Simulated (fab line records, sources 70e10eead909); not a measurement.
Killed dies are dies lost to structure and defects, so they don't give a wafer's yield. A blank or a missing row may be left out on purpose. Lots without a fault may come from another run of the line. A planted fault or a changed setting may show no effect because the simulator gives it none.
A struck lot beside a sound one | flow nand_harc | 36 steps out of a route of 1302
Sound: wafers L845.1, L845.2, L845.4. Struck: wafers L855.1, L855.2, L855.6. The cause comes at the end.
At each step with rows: each side's tool, then ch and its chambers, then its first start. Under that, the readings that differ: sound wafers | struck wafers | difference of the means | sigmas: that difference in standard deviations of wafers without a fault.
alike: readings whose means differ by less than 2 such deviations, and words and numbers that are the same on both sides. not compared: withheld readings, readings that some wafer has no value for, bounds like >300 that may hide the same value, and numbers for which the record gives no deviation and whose values overlap.
The two part at a step that has a row with sigmas, a row that says differs or no value, or rows on one side only. Numbers that don't overlap but have no deviation are shown without sigmas and don't part them. A reading that every wafer of one side lacks parts them only if that side has two wafers or more.

first, 1 step without rows for these wafers: NHARC_A_WL_FILL_CVD_03 (deposits W, target thk 40 nm, time 279 s).
NHARC_A_WL_FILL_ETCHBACK_04: etches the open film in NF3, target depth 60 nm, time 120 s.
  sound on rie_metal-02 ch 0,1, day 20 11:47; struck on rie_metal-01 ch 0,1, day 25 10:03
  alike: chamber_pressure_mTorr, drypump_motor_current_A, oes_product_au
  not compared: rf_hours_counter_h
NHARC_A_WL_FILL_ETCHBACK_05: etches the open film in Cl2/BCl3, target depth 22 nm, time 60 s.
  sound on rie_metal-02 ch 0,1, day 20 12:02; struck on rie_metal-01 ch 0,1, day 25 10:18
  alike: chamber_pressure_mTorr, drypump_motor_current_A, oes_product_au, temp_c
  not compared: rf_hours_counter_h
NHARC_A_WL_FILL_STRIP_27: strips in N2/H2, time 20 s.
  sound on plasma_asher-02 ch 0,1, day 20 12:10; struck on plasma_asher-01 ch 0,1, day 25 10:26
  alike: drypump_motor_current_A, heater_power_w, temp_c
  not compared: rf_hours_counter_h
then, 6 steps without rows for these wafers: NHARC_A_WL_FILL_STRIP_28 (strips in post etch residue remover, time 1200 s); NHARC_A_WL_FILL_PRECLEAN_06 (cleans in DIW, time 300 s); NHARC_A_WL_FILL_SRD_07; NHARC_A_WL_FILL_ANNEAL_08 (time 1800 s); NHARC_A_WL_FILL_ALD_10 (deposits SiO2, target thk 50 nm, pulse time 10 s, ald cycles 500); NHARC_A_WL_FILL_ETCHBACK_16 (etches the open film in C4F8/O2/Ar, target depth 120 nm, time 24 s).
NHARC_A_WL_FILL_STRIP_29: strips in O2, time 20 s.
  sound on rie_diel-10 ch 0,2,3, day 20 21:59; struck on rie_diel-10 ch 0,2, day 25 20:04
  alike: chamber_pressure_mTorr, drypump_motor_current_A, oes_product_au, rf_vpp_V, showerhead_plenum_p_Torr, throttle_valve_pct
  not compared: rf_hours_counter_h
then, 4 steps without rows for these wafers: NHARC_A_WL_FILL_ETCHBACK_17 (etches the open film in Cl2/BCl3, target depth 4 nm, time 26.7 s); NHARC_A_WL_FILL_PRECLEAN_18 (cleans in dHF, time 30 s); NHARC_A_WL_FILL_SRD_21; NHARC_A_WL_FILL_CVD_23 (deposits poly-Si, target thk 40 nm, time 800 s).
NHARC_A_WL_FILL_ETCHBACK_26: etches the open film in HBr, target depth 52 nm, time 13.3 s.
  sound on rie_si-06 ch 1,3, day 21 05:18; struck on rie_si-02 ch 1,3, day 26 01:23
  alike: chamber_pressure_mTorr, drypump_motor_current_A, oes_product_au, throttle_valve_pct
  not compared: rf_hours_counter_h
then, 3 steps without rows for these wafers: NHARC_A_WL_FILL_PRECLEAN_30 (cleans in dHF, time 10 s); NHARC_A_WL_FILL_SRD_14; NHARC_A_WL_FILL_ALD_19 (deposits TiN, target thk 2 nm, pulse time 3 s, ald cycles 100).
NHARC_A_WL_FILL_CVD_20: deposits W, target thk 100 nm, time 74 s.
  sound on cvd_w-01 ch 0,1; struck on cvd_w-02 ch 0,1
  reading                | sound          | struck         | difference | sigmas
  throttle_valve_pct (%) | 7.50 7.76 7.77 | 8.00 8.41 8.52 | +0.63      | +2
  alike: heater_power_w
then, 15 steps without rows for these wafers: NHARC_A_WL_FILL_CMP_12 (polishes, t overpolish 30 s, target thk 100 nm); NHARC_A_WL_FILL_SRD_31; NHARC_A_CONTACT_DEP_24 (deposits SiO2, target thk 500 nm); NHARC_A_CONTACT_DEP_28 (deposits aC, target thk 7000 nm); NHARC_A_CONTACT_DEP_29 (deposits SiON, target thk 100 nm); NHARC_A_CONTACT_DEHYDRATE_32 (time 120 s); NHARC_A_CONTACT_HMDS_33 (time 30 s); NHARC_A_CONTACT_COAT_34 (time 75 s); NHARC_A_CONTACT_COAT_35 (time 65 s); NHARC_A_CONTACT_COAT_36 (resist thk 90 nm); NHARC_A_CONTACT_SOFTBAKE_37 (time 55 s); NHARC_A_CONTACT_EBR_38; NHARC_A_CONTACT_EXPOSE_39 (exposes mask A CC 3); NHARC_A_CONTACT_PEB_40 (peb time 65 s); NHARC_A_CONTACT_DEVELOP_41 (develop time 35 s).
-- the record jumps here: 4 days lie between the struck wafers' starts before and after (it left off in module A_CONTACT and takes up again in module END, whose first step shown is number 1302 of the route) --
NHARC_END_SORT_01:
  the record has rows for the struck wafers here (prober-02 ch 0, day 29 15:25) and none for the sound ones

WHERE THEY PART
First at NHARC_A_WL_FILL_CVD_20; last, within this record, at NHARC_END_SORT_01.

WHY: what the simulator had put in
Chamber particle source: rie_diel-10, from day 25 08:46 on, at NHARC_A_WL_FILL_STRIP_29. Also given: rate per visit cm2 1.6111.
